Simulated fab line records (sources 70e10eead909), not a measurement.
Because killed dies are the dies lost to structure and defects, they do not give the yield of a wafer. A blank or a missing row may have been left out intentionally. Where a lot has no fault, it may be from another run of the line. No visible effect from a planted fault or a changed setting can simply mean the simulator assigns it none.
What tool caused it? ; flow nand harc ; 39 wafers from 13 lots sampled at 4 of the route's 1302 steps

## WHAT EACH GAUGE READ, for each wafer
NHARC_A_ZERO_WELL_INSPECT_17.
lot;measured;on;raw defect count
L620;day 6 19:48;defect inspect-02;7 37 17
L622;day 7 13:09;defect inspect-02;14 20 8
L621;day 7 13:20;defect inspect-01;16 17 13
L625;day 8 20:21;defect inspect-01;6 5 7
L628;day 9 23:28;defect inspect-02;4 8 10
L627;day 10 00:13;defect inspect-02;19 17 16
L630;day 10 22:30;defect inspect-02;20 10 6
L631;day 11 07:19;defect inspect-01;9 16 18
L632;day 11 17:27;defect inspect-02;19 5 8
L633;day 12 06:34;defect inspect-01;14 20 8
L635;day 13 01:22;defect inspect-01;14 10 21
L640;day 15 04:00;defect inspect-01;4 13 5
L642;day 16 06:49;defect inspect-02;8 6 13

NHARC_A_ONON_D1_THK_MEAS_02: measures by ellipsometry.
lot;measured;on;thk nm (nm)
L620;day 7 15:41;film metro-01;1007 1010 1008
L622;day 8 10:05;film metro-01;1003 1005 1004
L621;day 8 10:06;film metro-02;998 996 997
L625;day 9 16:38;film metro-01;1005 1004 1004
L628;day 10 20:20;film metro-01;1014 1011 1013
L627;day 10 20:20;film metro-02;997 998 1000
L630;day 11 19:01;film metro-02;1004 1003 1003
L631;day 12 03:50;film metro-02;990 989 989
L632;day 12 13:28;film metro-02;1016 1018 1019
L633;day 13 03:26;film metro-01;1000 1001 1001
L635;day 13 21:44;film metro-01;977 980 976
L640;day 16 04:44;film metro-01;1048 1050 1006
L642;day 17 06:28;film metro-02;1002 1043 1002

NHARC_A_ONON_D1_THK_MEAS_27: measures by ellipsometry.
lot;measured;on;thk nm (nm)
L620;day 8 03:44;film metro-02;999 997 997
L622;day 8 22:40;film metro-02;987 986 985
L621;day 8 23:01;film metro-02;991 990 990
L625;day 10 04:20;film metro-01;993 992 991
L628;day 11 11:41;film metro-02;996 995 996
L627;day 11 11:40;film metro-01;1007 1006 1004
L630;day 12 10:40;film metro-01;1004 1003 1002
L631;day 12 15:38;film metro-01;1001 1004 1002
L632;day 13 01:15;film metro-01;989 988 986
L633;day 13 16:56;film metro-02;997 997 998
L635;day 14 10:57;film metro-02;1007 1006 1005
L640;day 16 18:20;film metro-01;1009 1006 1007
L642;day 17 21:53;film metro-02;1013 1014 1013

## EACH LOT AND THE TOOL THAT RAN IT (in order: tool; ch and the chambers of the sampled wafers; start)
lot;NHARC_A_ONON_D1_DEP_00
L620;pecvd onon-04 ch 0, day 7 15:21
L622;pecvd onon-02 ch 0, day 8 09:38
L621;pecvd onon-04 ch 0, day 8 09:38
L625;pecvd onon-04 ch 0, day 9 16:08
L628;pecvd onon-02 ch 0, day 10 19:50
L627;pecvd onon-04 ch 0, day 10 19:50
L630;pecvd onon-04 ch 0, day 11 18:34
L631;pecvd onon-04 ch 0, day 12 03:19
L632;pecvd onon-04 ch 0, day 12 13:05
L633;pecvd onon-04 ch 0, day 13 02:58
L635;pecvd onon-01 ch 0, day 13 21:17
L640;pecvd onon-04 ch 0, day 16 04:17
L642;pecvd onon-04 ch 0, day 17 05:58
- NHARC_A_ONON_D1_DEP_00: target thk 1000 nm.

## AS READ BY THE TOOLS THEMSELVES (means over the sampled wafers that have a number; for cases with no such wafer, the mark the record gives instead)
NHARC_A_ONON_D1_DEP_00.
lot;tool;nh3 flow sccm (sccm)
L620;pecvd onon-04;498.5
L622;pecvd onon-02;500.8
L621;pecvd onon-04;500.1
L625;pecvd onon-04;499.6
L628;pecvd onon-02;500.4
L627;pecvd onon-04;502.1
L630;pecvd onon-04;501.3
L631;pecvd onon-04;500.3
L632;pecvd onon-04;501.5
L633;pecvd onon-04;501.1
L635;pecvd onon-01;500.5
L640;pecvd onon-04;503.4
L642;pecvd onon-04;499.9

## THE ANSWER, worked out from the rows above alone
Rule: the usual values come from the lots themselves. Put in order of their means at a reading, lots are off if they are a third of the lots or fewer, leave a main group of 4 or more, and stand apart from it by a gap of 3 or more times the standard deviation of the main group's means; of several such gaps the widest counts. If all means in a main group match to the digits the tables above print for the reading, that group is not used. Also off: a lot with no number at a reading for which 4 or more lots have one. Where the step has rows for the other lots, those lots are counted as sound. First the gauges in route order, then the tools' own readings, where a lot's mean is used as printed above. The first step at which some lot is off is used, and at that step the reading that is off furthest; a lot without a number counts as furthest.
Nothing can be told from this: no lot is off at any reading shown.

## WHAT WAS PUT IN BY THE SIMULATOR
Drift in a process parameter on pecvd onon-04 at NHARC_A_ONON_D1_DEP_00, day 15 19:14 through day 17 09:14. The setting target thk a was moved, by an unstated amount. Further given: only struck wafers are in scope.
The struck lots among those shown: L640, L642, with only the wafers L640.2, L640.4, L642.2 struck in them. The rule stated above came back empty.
